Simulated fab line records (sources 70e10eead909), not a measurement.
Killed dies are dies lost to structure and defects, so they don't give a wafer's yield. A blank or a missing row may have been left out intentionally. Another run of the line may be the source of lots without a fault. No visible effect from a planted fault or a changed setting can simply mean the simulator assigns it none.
A struck lot beside a sound one / flow nand_harc / 12 steps out of a route of 1302
Sound: these wafers, L443.2, L443.3, L443.6. The struck wafers were L435.1, L435.2, L435.5. The cause is named last.
At each step with rows: each side's tool, then ch and its chambers, then its first start. Under that, the readings that differ: sound wafers / struck wafers / difference of the means / sigmas: that difference in standard deviations of wafers without a fault.
alike: words and numbers the same on both sides, and readings whose means are apart by under 2 such deviations; not compared: readings that were withheld, readings missing a value for some wafer, numbers with overlapping values and no deviation given by the record, and bounds like >300 which may hide the same value.
A row with sigmas, a row that says differs or no value, or rows on one side alone: a step with any of these is where the two part. Numbers that don't overlap but have no deviation are shown without sigmas and don't part them. Lack of a reading on every wafer of one side parts them only where that side has two or more wafers.

first, 1 step without rows for these wafers: NHARC_A_SLIT_SRD_20.
NHARC_A_SLIT_CD_MEAS_21:
  sound on cd_sem-02 at day 27 21:26; struck on cd_sem-01 at day 25 12:29
  alike: cd_nm
then, 3 steps without rows for these wafers: NHARC_A_SIN_REMOVE_WET_00 (chemistry H3PO4, time 15300 s); NHARC_A_SIN_REMOVE_PRECLEAN_01 (cleans in SC1); NHARC_A_SIN_REMOVE_SRD_02.
NHARC_A_SIN_REMOVE_INSPECT_04:
  sound on defect_inspect-02 at day 28 04:05; struck on defect_inspect-02 at day 25 19:18
  alike: raw_defect_count
NHARC_A_WL_FILL_ALD_00: deposits Al2O3, target thk 3 nm, pulse time 3 s, ald cycles 30.
  sound on ald_hk-04 ch 0,3, day 28 04:09; struck on ald_hk-04 ch 0,2,3, day 25 19:23
  alike: heater_power_w, precursor_pulse_height_rel
NHARC_A_WL_FILL_RTA_01: time 5 s.
  sound on rtp_anneal-02 ch 0, day 28 04:27; struck on rtp_anneal-01 ch 0, day 25 19:38
reading=lamp_power_pct (%); sound=28.5 28.4 28.5; struck=26.2 26.2 26.2; difference=-2.3; sigmas=-2
reading=lamp_zone_6_pct (%); sound=28.4 28.4 28.3; struck=26.1 26.1 26.1; difference=-2.3; sigmas=-2
reading=wafer_temp_C_max; sound=1003.2 1003.6 1003.3; struck=1007.1 1010.5 1007.8; difference=+5.1; sigmas=+2
NHARC_A_WL_FILL_ALD_02: deposits TiN, target thk 2 nm, pulse time 3 s, ald cycles 100.
  sound on ald_metal-03 ch 0,1,2, day 28 04:40; struck on ald_metal-02 ch 0,1,2, day 25 19:51
  alike: heater_power_w, precursor_pulse_height_rel
NHARC_A_WL_FILL_CVD_03: deposits W, target thk 40 nm, time 279 s.
  sound on cvd_w-01 ch 0,1, day 28 05:07; struck on cvd_w-01 ch 0,1, day 25 20:17
  alike: heater_power_w, throttle_valve_pct
NHARC_A_WL_FILL_ETCHBACK_04: etches the open film in NF3, target depth 60 nm, time 120 s.
  sound on rie_metal-01 ch 0,1, day 28 05:27; struck on rie_metal-02 ch 0,1, day 25 20:40
  no value came back on the struck wafers for chamber_pressure_mTorr (mTorr), drypump_motor_current_A (A), oes_product_au (a.u.); on the sound wafers chamber_pressure_mTorr (mTorr) reads 300.24 300.31 299.89
  not compared: rf_hours_counter_h
NHARC_A_WL_FILL_ETCHBACK_05: etches the open film in Cl2/BCl3, target depth 22 nm, time 60 s.
  sound on rie_metal-01 ch 0,1, day 28 05:42; struck on rie_metal-02 ch 0,1, day 25 20:54
  alike: chamber_pressure_mTorr, drypump_motor_current_A, oes_product_au
  not compared: rf_hours_counter_h

## WHERE THEY PART
At NHARC_A_WL_FILL_RTA_01 first; at NHARC_A_WL_FILL_ETCHBACK_04 last (within this record only). Later steps at which nothing parts them and some readings are alike: NHARC_A_WL_FILL_ETCHBACK_05.

WHY: what had been put in by the simulator
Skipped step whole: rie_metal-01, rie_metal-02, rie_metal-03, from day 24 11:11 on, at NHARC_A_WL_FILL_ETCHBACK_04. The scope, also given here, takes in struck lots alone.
